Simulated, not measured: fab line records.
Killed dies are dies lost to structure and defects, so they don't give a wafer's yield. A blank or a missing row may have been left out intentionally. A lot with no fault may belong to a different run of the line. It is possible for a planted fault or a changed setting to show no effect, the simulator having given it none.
Which of the tools did it? / flow n5 finfet / 27 wafers from 9 lots sampled at 3 of the route's 1938 steps

WHAT THE GAUGES READ, wafer by wafer
N5_BEOL_M6_INSPECT_30: inspects for defects (brightfield).
lot=L363; measured=day 8 06:52; on=defect inspect-02; raw defect count=385 378 498
lot=L365; measured=day 9 05:11; on=defect inspect-02; raw defect count=326 289 355
lot=L366; measured=day 9 07:38; on=defect inspect-02; raw defect count=407 325 433
lot=L368; measured=day 9 18:17; on=defect inspect-02; raw defect count=304 352 372
lot=L370; measured=day 10 10:38; on=defect inspect-02; raw defect count=298 431 289
lot=L375; measured=day 11 22:35; on=defect inspect-01; raw defect count=437 356 591
lot=L381; measured=day 13 04:18; on=defect inspect-01; raw defect count=296 522 585
lot=L383; measured=day 13 08:12; on=defect inspect-01; raw defect count=1440 363 1438
lot=L386; measured=day 14 13:36; on=defect inspect-01; raw defect count=361 559 437

TOOL THAT RAN EACH LOT (tool first, then ch and the chambers of the sampled wafers, then the start)
lot=L363; N5_BEOL_M6_DESCUM_16=rie diel-05 ch 2,3, day 8 04:23; N5_BEOL_M6_ETCH_62=rie diel-05 ch 2,3, day 8 04:34
lot=L365; N5_BEOL_M6_DESCUM_16=rie diel-04 ch 0,2,3, day 9 04:00; N5_BEOL_M6_ETCH_62=rie diel-04 ch 0,2,3, day 9 04:05
lot=L366; N5_BEOL_M6_DESCUM_16=rie diel-04 ch 0,2,3, day 9 06:47; N5_BEOL_M6_ETCH_62=rie diel-04 ch 0,2,3, day 9 06:53
lot=L368; N5_BEOL_M6_DESCUM_16=rie diel-04 ch 1,2, day 9 17:12; N5_BEOL_M6_ETCH_62=rie diel-04 ch 1,2, day 9 17:17
lot=L370; N5_BEOL_M6_DESCUM_16=rie diel-04 ch 0,2,3, day 10 09:47; N5_BEOL_M6_ETCH_62=rie diel-04 ch 0,2,3, day 10 09:52
lot=L375; N5_BEOL_M6_DESCUM_16=rie diel-05 ch 0,1,2, day 11 21:36; N5_BEOL_M6_ETCH_62=rie diel-05 ch 0,1,2, day 11 21:41
lot=L381; N5_BEOL_M6_DESCUM_16=rie diel-05 ch 1,2,3, day 13 02:10; N5_BEOL_M6_ETCH_62=rie diel-05 ch 1,2,3, day 13 02:16
lot=L383; N5_BEOL_M6_DESCUM_16=rie diel-04 ch 1,2, day 13 05:56; N5_BEOL_M6_ETCH_62=rie diel-04 ch 1,2, day 13 06:01
lot=L386; N5_BEOL_M6_DESCUM_16=rie diel-05 ch 0,3, day 14 12:34; N5_BEOL_M6_ETCH_62=rie diel-05 ch 0,3, day 14 12:39
- N5_BEOL_M6_DESCUM_16: chemistry O2, time 7.9 s.
- N5_BEOL_M6_ETCH_62: etches SOC in N2/H2, target depth 110 nm, overetch 22 nm, time 165 s.

THE ANSWER, worked out from the rows above alone
Rule: the lots themselves supply what counts as usual. Put in order of their means at a reading, lots are off if they are a third of the lots or fewer, leave a main group of 4 or more, and stand apart from it by a gap of 3 or more times the standard deviation of the main group's means; of several such gaps the widest counts. Not used: any main group whose means are identical at the precision the tables above print for the reading. A lot without any number at a reading at which 4 lots or more have one is off too. Any other lot the step has rows for is counted as sound.
Off, at N5_BEOL_M6_INSPECT_30 on raw defect count: L383. Mean 399 and standard deviation 55 in the main group.
If a tool, at a process step before that reading, ran all the lots that are off and no sound lot after the first of them, it fits. Those tools and the gauges at N5_BEOL_M6_INSPECT_30 are tried in the same way. One candidate fits, namely rie diel-04 at N5_BEOL_M6_DESCUM_16 and N5_BEOL_M6_ETCH_62. At N5_BEOL_M6_DESCUM_16 its last sound lot is L370 (day 10 09:47), its first lot that is off L383 (day 13 05:56): a fault that began between those two fits.

WHAT THE SIMULATOR HAD PUT IN
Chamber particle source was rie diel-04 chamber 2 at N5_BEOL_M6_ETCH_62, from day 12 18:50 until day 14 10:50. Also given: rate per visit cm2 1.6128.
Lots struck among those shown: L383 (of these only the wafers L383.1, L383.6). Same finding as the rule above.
